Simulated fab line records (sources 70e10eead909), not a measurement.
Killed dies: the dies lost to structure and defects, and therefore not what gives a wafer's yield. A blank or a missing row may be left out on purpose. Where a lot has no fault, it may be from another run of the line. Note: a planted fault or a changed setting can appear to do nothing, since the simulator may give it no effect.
Which of the tools did it? :: flow nandHarc :: 36 wafers from 12 lots sampled at 6 of the route's 1302 steps

WHAT EACH GAUGE READ, for each wafer
NHARC_A_ONON_D2_THK_MEAS_11: measures by ellipsometry.
lot: L509
measured: day 12 11:27
on: filmMetro-01
thkNm (nm): 991 989 992

lot: L511
measured: day 12 22:50
on: filmMetro-02
thkNm (nm): 986 987 986

lot: L512
measured: day 13 13:19
on: filmMetro-01
thkNm (nm): 1011 1010 1011

lot: L510
measured: day 13 23:33
on: filmMetro-02
thkNm (nm): 973 974 974

lot: L513
measured: day 14 02:38
on: filmMetro-02
thkNm (nm): 1012 1014 1013

lot: L516
measured: day 15 11:29
on: filmMetro-01
thkNm (nm): 1528 1525 1526

lot: L518
measured: day 16 00:02
on: filmMetro-01
thkNm (nm): 1487 1488 1486

lot: L519
measured: day 16 19:04
on: filmMetro-01
thkNm (nm): 1514 1512 1516

lot: L520
measured: day 16 19:04
on: filmMetro-02
thkNm (nm): 1007 1007 1006

lot: L523
measured: day 17 22:50
on: filmMetro-01
thkNm (nm): 984 982 985

lot: L524
measured: day 18 13:52
on: filmMetro-02
thkNm (nm): 998 998 1000

lot: L530
measured: day 20 20:56
on: filmMetro-02
thkNm (nm): 998 997 998

NHARC_END_SORT_01.
lot: L516
measured: day 27 13:37
on: prober-02
killedAtArray: 675 671 673
killedAtOther: 1 3 0
killedAtPeriphery: 1 3 4
killedDies: 677 677 677
killedOpen: 3 3 2
killedShort: 0 7 4

lot: L518
measured: day 27 23:32
on: prober-01
killedAtArray: 672 666 669
killedAtOther: 2 4 1
killedAtPeriphery: 3 7 7
killedDies: 677 677 677
killedOpen: 1 2 0
killedShort: 3 1 2

WHAT TOOL EACH LOT RAN ON (gives the tool, then ch and the chambers of the sampled wafers, and finally the start)
lot: L509
NHARC_A_CHANNEL_HOLE_D1_ETCH_44: rieDiel-09 ch 2,3, day 8 21:12
NHARC_A_CHANNEL_FILL_D1_STRIP_28: rieDiel-03 ch 1,3, day 9 23:01
NHARC_A_CHANNEL_FILL_D1_ETCHBACK_08: rieDiel-12 ch 1,2,3, day 12 11:00 or earlier
NHARC_A_ONON_D2_DEP_09: pecvdOnon-04 ch 0, day 12 11:00

lot: L511
NHARC_A_CHANNEL_HOLE_D1_ETCH_44: rieDiel-09 ch 2,3, day 9 08:36
NHARC_A_CHANNEL_FILL_D1_STRIP_28: rieDiel-04 ch 0,2,3, day 10 10:09
NHARC_A_CHANNEL_FILL_D1_ETCHBACK_08: rieDiel-04 ch 2,3, day 12 22:19 or earlier
NHARC_A_ONON_D2_DEP_09: pecvdOnon-04 ch 0, day 12 22:19

lot: L512
NHARC_A_CHANNEL_HOLE_D1_ETCH_44: rieDiel-09 ch 0,2,3, day 9 15:28
NHARC_A_CHANNEL_FILL_D1_STRIP_28: rieDiel-12 ch 1,2,3, day 11 01:22
NHARC_A_CHANNEL_FILL_D1_ETCHBACK_08: rieDiel-12 ch 0,2,3, day 13 12:51 or earlier
NHARC_A_ONON_D2_DEP_09: pecvdOnon-04 ch 0, day 13 12:51

lot: L510
NHARC_A_CHANNEL_HOLE_D1_ETCH_44: rieDiel-09 ch 0,3, day 10 02:26
NHARC_A_CHANNEL_FILL_D1_STRIP_28: rieDiel-04 ch 0,1,3, day 11 08:06
NHARC_A_CHANNEL_FILL_D1_ETCHBACK_08: rieDiel-04 ch 1,2,3, day 13 23:09 or earlier
NHARC_A_ONON_D2_DEP_09: pecvdOnon-03 ch 0, day 13 23:09

lot: L513
NHARC_A_CHANNEL_HOLE_D1_ETCH_44: rieDiel-09 ch 0,1,3, day 10 09:23
NHARC_A_CHANNEL_FILL_D1_STRIP_28: rieDiel-04 ch 0,1,2, day 11 11:27
NHARC_A_CHANNEL_FILL_D1_ETCHBACK_08: rieDiel-12 ch 0,1, day 14 02:07 or earlier
NHARC_A_ONON_D2_DEP_09: pecvdOnon-03 ch 0, day 14 02:07

lot: L516
NHARC_A_CHANNEL_HOLE_D1_ETCH_44: rieDiel-09 ch 0,1,2, day 11 17:45
NHARC_A_CHANNEL_FILL_D1_STRIP_28: rieDiel-12 ch 1,3, day 13 00:16
NHARC_A_CHANNEL_FILL_D1_ETCHBACK_08: rieDiel-12 ch 1,3, day 15 10:58 or earlier
NHARC_A_ONON_D2_DEP_09: pecvdOnon-04 ch 0, day 15 10:58

lot: L518
NHARC_A_CHANNEL_HOLE_D1_ETCH_44: rieDiel-09 ch 0,2,3, day 12 10:01
NHARC_A_CHANNEL_FILL_D1_STRIP_28: rieDiel-12 ch 0,3, day 13 09:00
NHARC_A_CHANNEL_FILL_D1_ETCHBACK_08: rieDiel-12 ch 2,3, day 15 23:32 or earlier
NHARC_A_ONON_D2_DEP_09: pecvdOnon-04 ch 0, day 15 23:32

lot: L519
NHARC_A_CHANNEL_HOLE_D1_ETCH_44: rieDiel-07 ch 1,3, day 13 02:22
NHARC_A_CHANNEL_FILL_D1_STRIP_28: rieDiel-03 ch 1,2,3, day 14 05:10
NHARC_A_CHANNEL_FILL_D1_ETCHBACK_08: rieDiel-03 ch 0,2,3, day 16 18:37 or earlier
NHARC_A_ONON_D2_DEP_09: pecvdOnon-04 ch 0, day 16 18:37

lot: L520
NHARC_A_CHANNEL_HOLE_D1_ETCH_44: rieDiel-09 ch 0,2,3, day 13 06:44
NHARC_A_CHANNEL_FILL_D1_STRIP_28: rieDiel-12 ch 0,2,3, day 14 05:10
NHARC_A_CHANNEL_FILL_D1_ETCHBACK_08: rieDiel-12 ch 0,1,2, day 16 18:34 or earlier
NHARC_A_ONON_D2_DEP_09: pecvdOnon-02 ch 0, day 16 18:34

lot: L523
NHARC_A_CHANNEL_HOLE_D1_ETCH_44: rieDiel-09 ch 0,1,2, day 14 08:41
NHARC_A_CHANNEL_FILL_D1_STRIP_28: rieDiel-04 ch 1,2,3, day 15 10:02
NHARC_A_CHANNEL_FILL_D1_ETCHBACK_08: rieDiel-12 ch 1,2,3, day 17 22:26 or earlier
NHARC_A_ONON_D2_DEP_09: pecvdOnon-02 ch 0, day 17 22:26

lot: L524
NHARC_A_CHANNEL_HOLE_D1_ETCH_44: rieDiel-09 ch 0,3, day 15 01:03
NHARC_A_CHANNEL_FILL_D1_STRIP_28: rieDiel-12 ch 0,1,3, day 16 04:52
NHARC_A_CHANNEL_FILL_D1_ETCHBACK_08: rieDiel-03 ch 0,1, day 18 13:21 or earlier
NHARC_A_ONON_D2_DEP_09: pecvdOnon-03 ch 0, day 18 13:21

lot: L530
NHARC_A_CHANNEL_HOLE_D1_ETCH_44: rieDiel-09 ch 1,2,3, day 17 03:34
NHARC_A_CHANNEL_FILL_D1_STRIP_28: rieDiel-12 ch 1,2,3, day 18 05:06
NHARC_A_CHANNEL_FILL_D1_ETCHBACK_08: rieDiel-03 ch 0,1,2, day 20 20:25 or earlier
NHARC_A_ONON_D2_DEP_09: pecvdOnon-03 ch 0, day 20 20:25
- NHARC_A_CHANNEL_HOLE_D1_ETCH_44: etches the open film in CF4/O2, target depth 140 nm, overetch 14 nm, time 77 s.
- NHARC_A_CHANNEL_FILL_D1_STRIP_28: strips in O2, time 20 s.
- NHARC_A_CHANNEL_FILL_D1_ETCHBACK_08: etches the open film in C4F8, target depth 220 nm, time 110 s.
- NHARC_A_ONON_D2_DEP_09: target thk 1000 nm.

AS READ BY THE TOOLS THEMSELVES (means over the sampled wafers that have a number; for cases with no such wafer, the mark the record gives instead)
NHARC_A_CHANNEL_HOLE_D1_ETCH_44.
lot: L509
tool: rieDiel-09
cf4FlowSccm (sccm): 79.91
drypumpMotorCurrentA (A): 6.1
oesProductAu (a.u.): 0.995
rfVppV (V): 199.1
showerheadPlenumPTorr (Torr): 1.39
throttleValvePct (%): 13.391

lot: L511
tool: rieDiel-09
cf4FlowSccm (sccm): 79.81
drypumpMotorCurrentA (A): 6.1
oesProductAu (a.u.): 0.989
rfVppV (V): 198.0
showerheadPlenumPTorr (Torr): 1.39
throttleValvePct (%): 13.402

lot: L512
tool: rieDiel-09
cf4FlowSccm (sccm): 80.10
drypumpMotorCurrentA (A): 6.2
oesProductAu (a.u.): 0.994
rfVppV (V): 198.9
showerheadPlenumPTorr (Torr): 1.37
throttleValvePct (%): 13.394

lot: L510
tool: rieDiel-09
cf4FlowSccm (sccm): 79.75
drypumpMotorCurrentA (A): 6.6
oesProductAu (a.u.): 1.010
rfVppV (V): 198.5
showerheadPlenumPTorr (Torr): 1.34
throttleValvePct (%): 13.391

lot: L513
tool: rieDiel-09
cf4FlowSccm (sccm): 79.92
drypumpMotorCurrentA (A): 6.4
oesProductAu (a.u.): 0.990
rfVppV (V): 198.3
showerheadPlenumPTorr (Torr): 1.36
throttleValvePct (%): 13.392

lot: L516
tool: rieDiel-09
cf4FlowSccm (sccm): 79.96
drypumpMotorCurrentA (A): 6.0
oesProductAu (a.u.): 0.982
rfVppV (V): 198.9
showerheadPlenumPTorr (Torr): 1.39
throttleValvePct (%): 13.405

lot: L518
tool: rieDiel-09
cf4FlowSccm (sccm): 80.11
drypumpMotorCurrentA (A): 6.2
oesProductAu (a.u.): 0.986
rfVppV (V): 198.3
showerheadPlenumPTorr (Torr): 1.37
throttleValvePct (%): 13.394

lot: L519
tool: rieDiel-07
cf4FlowSccm (sccm): 80.30
drypumpMotorCurrentA (A): 5.4
oesProductAu (a.u.): 1.006
rfVppV (V): 199.2
showerheadPlenumPTorr (Torr): 1.39
throttleValvePct (%): 13.398

lot: L520
tool: rieDiel-09
cf4FlowSccm (sccm): 79.81
drypumpMotorCurrentA (A): 6.2
oesProductAu (a.u.): 0.994
rfVppV (V): 199.3
showerheadPlenumPTorr (Torr): 1.37
throttleValvePct (%): 13.396

lot: L523
tool: rieDiel-09
cf4FlowSccm (sccm): 79.85
drypumpMotorCurrentA (A): 6.0
oesProductAu (a.u.): 0.995
rfVppV (V): 199.1
showerheadPlenumPTorr (Torr): 1.39
throttleValvePct (%): 13.397

lot: L524
tool: rieDiel-09
cf4FlowSccm (sccm): 80.21
drypumpMotorCurrentA (A): 6.3
oesProductAu (a.u.): 0.994
rfVppV (V): 197.8
showerheadPlenumPTorr (Torr): 1.35
throttleValvePct (%): 13.396

lot: L530
tool: rieDiel-09
cf4FlowSccm (sccm): 79.89
drypumpMotorCurrentA (A): 6.2
oesProductAu (a.u.): 0.991
rfVppV (V): 199.2
showerheadPlenumPTorr (Torr): 1.38
throttleValvePct (%): 13.396

NHARC_A_CHANNEL_FILL_D1_STRIP_28.
lot: L509
tool: rieDiel-03
drypumpMotorCurrentA (A): 5.3
oesProductAu (a.u.): 1.008
rfVppV (V): 58.0
showerheadPlenumPTorr (Torr): 3.66
throttleValvePct (%): 17.033

lot: L511
tool: rieDiel-04
drypumpMotorCurrentA (A): 5.3
oesProductAu (a.u.): 1.012
rfVppV (V): 56.7
showerheadPlenumPTorr (Torr): 3.44
throttleValvePct (%): 17.037

lot: L512
tool: rieDiel-12
drypumpMotorCurrentA (A): 5.7
oesProductAu (a.u.): 1.001
rfVppV (V): 58.9
showerheadPlenumPTorr (Torr): 3.71
throttleValvePct (%): 17.025

lot: L510
tool: rieDiel-04
drypumpMotorCurrentA (A): 5.3
oesProductAu (a.u.): 1.000
rfVppV (V): 58.0
showerheadPlenumPTorr (Torr): 3.46
throttleValvePct (%): 17.025

lot: L513
tool: rieDiel-04
drypumpMotorCurrentA (A): 5.6
oesProductAu (a.u.): 1.009
rfVppV (V): 57.6
showerheadPlenumPTorr (Torr): 3.45
throttleValvePct (%): 17.038

lot: L516
tool: rieDiel-12
drypumpMotorCurrentA (A): 5.8
oesProductAu (a.u.): 0.996
rfVppV (V): 58.2
showerheadPlenumPTorr (Torr): 3.69
throttleValvePct (%): 17.036

lot: L518
tool: rieDiel-12
drypumpMotorCurrentA (A): 5.8
oesProductAu (a.u.): 1.001
rfVppV (V): 57.2
showerheadPlenumPTorr (Torr): 3.62
throttleValvePct (%): 17.035

lot: L519
tool: rieDiel-03
drypumpMotorCurrentA (A): 5.3
oesProductAu (a.u.): 1.008
rfVppV (V): 57.4
showerheadPlenumPTorr (Torr): 3.60
throttleValvePct (%): 17.038

lot: L520
tool: rieDiel-12
drypumpMotorCurrentA (A): 5.8
oesProductAu (a.u.): 0.999
rfVppV (V): 57.6
showerheadPlenumPTorr (Torr): 3.63
throttleValvePct (%): 17.033

lot: L523
tool: rieDiel-04
drypumpMotorCurrentA (A): 5.5
oesProductAu (a.u.): 1.015
rfVppV (V): 57.7
showerheadPlenumPTorr (Torr): 3.40
throttleValvePct (%): 17.038

lot: L524
tool: rieDiel-12
drypumpMotorCurrentA (A): 5.7
oesProductAu (a.u.): 1.001
rfVppV (V): 58.1
showerheadPlenumPTorr (Torr): 3.62
throttleValvePct (%): 17.034

lot: L530
tool: rieDiel-12
drypumpMotorCurrentA (A): 5.7
oesProductAu (a.u.): 0.990
rfVppV (V): 57.6
showerheadPlenumPTorr (Torr): 3.70
throttleValvePct (%): 17.033

NHARC_A_CHANNEL_FILL_D1_ETCHBACK_08.
lot: L509
tool: rieDiel-12
oesProductAu (a.u.): 0.92
rfVppV (V): 444.1

lot: L511
tool: rieDiel-04
oesProductAu (a.u.): 0.93
rfVppV (V): 438.1

lot: L512
tool: rieDiel-12
oesProductAu (a.u.): 0.99
rfVppV (V): 441.8

lot: L510
tool: rieDiel-04
oesProductAu (a.u.): 0.93
rfVppV (V): 438.7

lot: L513
tool: rieDiel-12
oesProductAu (a.u.): 0.99
rfVppV (V): 441.8

lot: L516
tool: rieDiel-12
oesProductAu (a.u.): 0.91
rfVppV (V): 443.9

lot: L518
tool: rieDiel-12
oesProductAu (a.u.): 0.92
rfVppV (V): 444.8

lot: L519
tool: rieDiel-03
oesProductAu (a.u.): 0.92
rfVppV (V): 440.7

lot: L520
tool: rieDiel-12
oesProductAu (a.u.): 0.94
rfVppV (V): 443.5

lot: L523
tool: rieDiel-12
oesProductAu (a.u.): 0.99
rfVppV (V): 445.4

lot: L524
tool: rieDiel-03
oesProductAu (a.u.): 0.92
rfVppV (V): 442.5

lot: L530
tool: rieDiel-03
oesProductAu (a.u.): 0.92
rfVppV (V): 443.1

NHARC_A_ONON_D2_DEP_09.
lot: L509
tool: pecvdOnon-04
susceptorTempC (C): 400.04

lot: L511
tool: pecvdOnon-04
susceptorTempC (C): 399.90

lot: L512
tool: pecvdOnon-04
susceptorTempC (C): 400.12

lot: L510
tool: pecvdOnon-03
susceptorTempC (C): 400.31

lot: L513
tool: pecvdOnon-03
susceptorTempC (C): 399.83

lot: L516
tool: pecvdOnon-04
susceptorTempC (C): 400.23

lot: L518
tool: pecvdOnon-04
susceptorTempC (C): 399.59

lot: L519
tool: pecvdOnon-04
susceptorTempC (C): 400.02

lot: L520
tool: pecvdOnon-02
susceptorTempC (C): 399.99

lot: L523
tool: pecvdOnon-02
susceptorTempC (C): 399.99

lot: L524
tool: pecvdOnon-03
susceptorTempC (C): 400.02

lot: L530
tool: pecvdOnon-03
susceptorTempC (C): 400.01

THE ANSWER, worked out from the rows above alone
Rule: the usual values come from the lots themselves. The widest of any qualifying gaps counts: lots, ordered by their means at a reading, are off when they make up no more than a third of the lots, leave a main group of 4 or more, and stand apart from it by 3 or more times the standard deviation of that group's means. If all means in a main group match to the digits the tables above print for the reading, that group is not used. Also off: a lot with no number at a reading for which 4 or more lots have one. All remaining lots with rows at the step are treated as sound. Order of review: gauges by route order, followed by the tools' own readings, for which a lot's mean as printed above is used. At the first step where some lot is off, the reading lying furthest off is the one used; lots without a number count as furthest.
Off at NHARC_A_ONON_D2_THK_MEAS_11 (thkNm): L516, L518, L519. Mean 996 nm and standard deviation 12 in the main group.
A tool fits if, at a process step before that reading, it ran every lot that is off, and no sound lot after the first of them. The gauges at NHARC_A_ONON_D2_THK_MEAS_11 are tried like those tools. NHARC_A_CHANNEL_FILL_D1_ETCHBACK_08: start missing for some lots; hours and lot order therefore follow NHARC_A_ONON_D2_DEP_09. One fits: NHARC_A_ONON_D2_DEP_09 on pecvdOnon-04. A fault onset in the window from L512 (day 13 12:51, its last sound lot) to L516 (day 15 10:58, its first lot off) fits.

WHAT THE SIMULATOR HAD PUT IN
Process parameters drifting: pecvdOnon-04 at NHARC_A_ONON_D2_DEP_09, beginning at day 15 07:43. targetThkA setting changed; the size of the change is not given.
Struck lots among those shown: L516, L518, L519. The rule above found the same.
